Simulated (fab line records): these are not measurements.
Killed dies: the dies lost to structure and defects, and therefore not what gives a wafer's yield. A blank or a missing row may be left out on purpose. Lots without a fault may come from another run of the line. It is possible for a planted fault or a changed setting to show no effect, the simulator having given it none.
The tool behind it: which one? :: flow nandHarc :: 72 wafers from 24 lots sampled at 2 of the route's 1159 steps

== WHAT THE GAUGES READ, wafer by wafer ==
NHARC_A_CONTACT_OVL_MEAS_43. Usual: overlayXNm 0.1 nm, standard deviation 0.93; overlayYNm 0.0 nm, standard deviation 0.9.
lot: L075
measured: day 16 10:31
on: overlay-01
overlayXNm (nm): 0.2 -0.1 0.0
overlayYNm (nm): 1.7 1.9 1.6
flag: 

lot: L076
measured: day 16 11:12
on: overlay-01
overlayXNm (nm): 0.2 0.7 0.7
overlayYNm (nm): -1.6 -1.0 -1.3
flag: 

lot: L074
measured: day 16 14:41
on: overlay-01
overlayXNm (nm): -1.2 -1.3 -0.9
overlayYNm (nm): 0.6 0.3 0.5
flag: 

lot: L079
measured: day 16 23:25
on: overlay-02
overlayXNm (nm): 0.7 0.6 0.5
overlayYNm (nm): 0.2 0.0 0.3
flag: 

lot: L078
measured: day 17 02:01
on: overlay-02
overlayXNm (nm): -0.3 -0.4 0.2
overlayYNm (nm): 1.2 1.5 1.3
flag: 

lot: L080
measured: day 17 04:29
on: overlay-02
overlayXNm (nm): -0.4 0.3 0.2
overlayYNm (nm): 1.1 1.7 1.6
flag: 

lot: L077
measured: day 17 11:48
on: overlay-01
overlayXNm (nm): 1.1 1.9 0.7
overlayYNm (nm): -1.0 -0.7 -1.5
flag: 

lot: L081
measured: day 17 22:23
on: overlay-02
overlayXNm (nm): -2.9 -2.0 -2.4
overlayYNm (nm): -0.6 0.0 -0.2
flag: 

lot: L082
measured: day 18 10:53
on: overlay-01
overlayXNm (nm): 1.1 0.4 0.9
overlayYNm (nm): 0.3 -0.3 0.1
flag: 

lot: L083
measured: day 18 10:43
on: overlay-02
overlayXNm (nm): -0.6 -0.5 -0.4
overlayYNm (nm): 0.0 0.3 0.0
flag: 

lot: L084
measured: day 18 20:01
on: overlay-01
overlayXNm (nm): 0.1 1.0 0.5
overlayYNm (nm): -1.9 -2.0 -1.9
flag: 

lot: L086
measured: day 19 13:52
on: overlay-01
overlayXNm (nm): -1.2 -1.1 -1.3
overlayYNm (nm): -1.0 -1.1 -1.5
flag: 

lot: L085
measured: day 19 14:45
on: overlay-02
overlayXNm (nm): 0.8 0.9 0.3
overlayYNm (nm): 0.1 -0.8 0.0
flag: 

lot: L087
measured: day 19 19:44
on: overlay-02
overlayXNm (nm): -1.0 -1.5 -0.9
overlayYNm (nm): -0.4 -0.5 0.0
flag: 

lot: L090
measured: day 20 05:26
on: overlay-02
overlayXNm (nm): 0.9 0.2 0.6
overlayYNm (nm): -1.2 -1.3 -1.1
flag: 

lot: L091
measured: day 20 03:11
on: overlay-02
overlayXNm (nm): 0.7 0.4 0.5
overlayYNm (nm): 0.6 0.3 0.4
flag: 

lot: L088
measured: day 20 11:17
on: overlay-02
overlayXNm (nm): 1.3 0.9 0.4
overlayYNm (nm): -0.3 0.0 0.0
flag: 

lot: L089
measured: day 20 09:01
on: overlay-02
overlayXNm (nm): -1.1 -1.1 -1.3
overlayYNm (nm): 1.3 1.2 0.7
flag: 

lot: L093
measured: day 20 14:01
on: overlay-01
overlayXNm (nm): 1.0 1.1 0.1
overlayYNm (nm): 0.6 1.1 1.2
flag: 

lot: L092
measured: day 20 17:26
on: overlay-01
overlayXNm (nm): 0.8 1.0 0.9
overlayYNm (nm): 0.3 0.3 -0.2
flag: 

lot: L094
measured: day 20 20:16
on: overlay-02
overlayXNm (nm): 0.3 0.2 0.0
overlayYNm (nm): -0.7 -0.7 -0.4
flag: 

lot: L096
measured: day 20 20:26
on: overlay-02
overlayXNm (nm): 0.9 1.1 0.4
overlayYNm (nm): 0.2 0.6 0.2
flag: 

lot: L095
measured: day 21 03:14
on: overlay-02
overlayXNm (nm): -0.5 -0.4 -0.6
overlayYNm (nm): -0.6 -0.8 -0.8
flag: 

lot: L097
measured: day 22 05:44
on: overlay-02
overlayXNm (nm): 0.4 0.5 0.6
overlayYNm (nm): -0.5 0.1 -0.2
flag: 

== EACH LOT AND THE TOOL THAT RAN IT (in order: tool; ch and the chambers of the sampled wafers; start) ==
lot: L075
NHARC_A_WL_FILL_ALD_19: aldMetal-02 ch 0,1, day 15 22:35

lot: L076
NHARC_A_WL_FILL_ALD_19: aldMetal-01 ch 0,2,3, day 15 22:38

lot: L074
NHARC_A_WL_FILL_ALD_19: aldMetal-03 ch 0,1,3, day 16 03:23

lot: L079
NHARC_A_WL_FILL_ALD_19: aldMetal-01 ch 1,2, day 16 14:01

lot: L078
NHARC_A_WL_FILL_ALD_19: aldMetal-03 ch 0,1,3, day 16 14:02

lot: L080
NHARC_A_WL_FILL_ALD_19: aldMetal-02 ch 0,2,3, day 16 14:05

lot: L077
NHARC_A_WL_FILL_ALD_19: aldMetal-01 ch 1,2,3, day 16 19:39

lot: L081
NHARC_A_WL_FILL_ALD_19: aldMetal-02 ch 2,3, day 17 08:55

lot: L082
NHARC_A_WL_FILL_ALD_19: aldMetal-03 ch 0,3, day 18 01:17

lot: L083
NHARC_A_WL_FILL_ALD_19: aldMetal-01 ch 0,1,2, day 18 01:19

lot: L084
NHARC_A_WL_FILL_ALD_19: aldMetal-01 ch 2,3, day 18 10:32

lot: L086
NHARC_A_WL_FILL_ALD_19: aldMetal-02 ch 0,2,3, day 19 01:45

lot: L085
NHARC_A_WL_FILL_ALD_19: aldMetal-01 ch 0,2,3, day 19 01:49

lot: L087
NHARC_A_WL_FILL_ALD_19: aldMetal-03 ch 0,2,3, day 19 04:41

lot: L090
NHARC_A_WL_FILL_ALD_19: aldMetal-02 ch 2,3, day 19 17:17

lot: L091
NHARC_A_WL_FILL_ALD_19: aldMetal-01 ch 1,2, day 19 17:19

lot: L088
NHARC_A_WL_FILL_ALD_19: aldMetal-03 ch 2,3, day 19 20:17

lot: L089
NHARC_A_WL_FILL_ALD_19: aldMetal-02 ch 0,1,2, day 19 20:20

lot: L093
NHARC_A_WL_FILL_ALD_19: aldMetal-01 ch 0,2,3, day 19 20:22

lot: L092
NHARC_A_WL_FILL_ALD_19: aldMetal-02 ch 1,2,3, day 19 23:18

lot: L094
NHARC_A_WL_FILL_ALD_19: aldMetal-03 ch 1,2,3, day 20 09:37

lot: L096
NHARC_A_WL_FILL_ALD_19: aldMetal-02 ch 0,1,2, day 20 09:38

lot: L095
NHARC_A_WL_FILL_ALD_19: aldMetal-03 ch 0,1,3, day 20 12:25

lot: L097
NHARC_A_WL_FILL_ALD_19: aldMetal-03 ch 0,3, day 21 18:42
- NHARC_A_WL_FILL_ALD_19: deposits TiN, target thk 2 nm, pulse time 3 s, ald cycles 100.

== AS READ BY THE TOOLS THEMSELVES (means over the sampled wafers that have a number; for cases with no such wafer, the mark the record gives instead) ==
NHARC_A_WL_FILL_ALD_19. Usual: heaterPowerW 1077 W, standard deviation 110; precursorPulseHeightRel 0.998, standard deviation 0.019.
lot: L075
tool: aldMetal-02
heaterPowerW (W): 1143
precursorPulseHeightRel: 0.991
flag: 

lot: L076
tool: aldMetal-01
heaterPowerW (W): 1031
precursorPulseHeightRel: 1.014
flag: 

lot: L074
tool: aldMetal-03
heaterPowerW (W): 1021
precursorPulseHeightRel: 0.992
flag: 

lot: L079
tool: aldMetal-01
heaterPowerW (W): 1025
precursorPulseHeightRel: 1.001
flag: 

lot: L078
tool: aldMetal-03
heaterPowerW (W): 1012
precursorPulseHeightRel: 0.996
flag: 

lot: L080
tool: aldMetal-02
heaterPowerW (W): 1143
precursorPulseHeightRel: 1.005
flag: 

lot: L077
tool: aldMetal-01
heaterPowerW (W): 1075
precursorPulseHeightRel: 0.995
flag: 

lot: L081
tool: aldMetal-02
heaterPowerW (W): 1138
precursorPulseHeightRel: 0.986
flag: 

lot: L082
tool: aldMetal-03
heaterPowerW (W): 933
precursorPulseHeightRel: 0.995
flag: 

lot: L083
tool: aldMetal-01
heaterPowerW (W): 977
precursorPulseHeightRel: 0.993
flag: 

lot: L084
tool: aldMetal-01
heaterPowerW (W): 1132
precursorPulseHeightRel: 0.990
flag: 

lot: L086
tool: aldMetal-02
heaterPowerW (W): 1143
precursorPulseHeightRel: 0.997
flag: 

lot: L085
tool: aldMetal-01
heaterPowerW (W): 1041
precursorPulseHeightRel: 0.995
flag: 

lot: L087
tool: aldMetal-03
heaterPowerW (W): 1097
precursorPulseHeightRel: 0.999
flag: 

lot: L090
tool: aldMetal-02
heaterPowerW (W): 1125
precursorPulseHeightRel: 1.016
flag: 

lot: L091
tool: aldMetal-01
heaterPowerW (W): 1022
precursorPulseHeightRel: 0.995
flag: 

lot: L088
tool: aldMetal-03
heaterPowerW (W): 997
precursorPulseHeightRel: 1.006
flag: 

lot: L089
tool: aldMetal-02
heaterPowerW (W): 1115
precursorPulseHeightRel: 1.014
flag: 

lot: L093
tool: aldMetal-01
heaterPowerW (W): 1052
precursorPulseHeightRel: 0.984
flag: 

lot: L092
tool: aldMetal-02
heaterPowerW (W): 1111
precursorPulseHeightRel: 0.994
flag: 

lot: L094
tool: aldMetal-03
heaterPowerW (W): 1096
precursorPulseHeightRel: 1.007
flag: 

lot: L096
tool: aldMetal-02
heaterPowerW (W): 1112
precursorPulseHeightRel: 1.004
flag: 

lot: L095
tool: aldMetal-03
heaterPowerW (W): 1023
precursorPulseHeightRel: 0.989
flag: 

lot: L097
tool: aldMetal-03
heaterPowerW (W): 935
precursorPulseHeightRel: 0.995
flag: 

== THE ANSWER, worked out from the rows above alone ==
Rule: a lot counts as off when the mean over its wafers that have a number is more than 3 standard deviations away from the usual mean. A lot without any number at a reading at which 4 lots or more have one is off too. All remaining lots with rows at the step are treated as sound. Order of review: gauges by route order, followed by the tools' own readings, for which a lot's mean as printed above is used. The first step at which some lot is off is used, and at that step the reading that is off furthest; a lot without a number counts as furthest.
No lot is off at any reading shown: from this, nothing can be told.

== WHAT WAS PUT IN BY THE SIMULATOR ==
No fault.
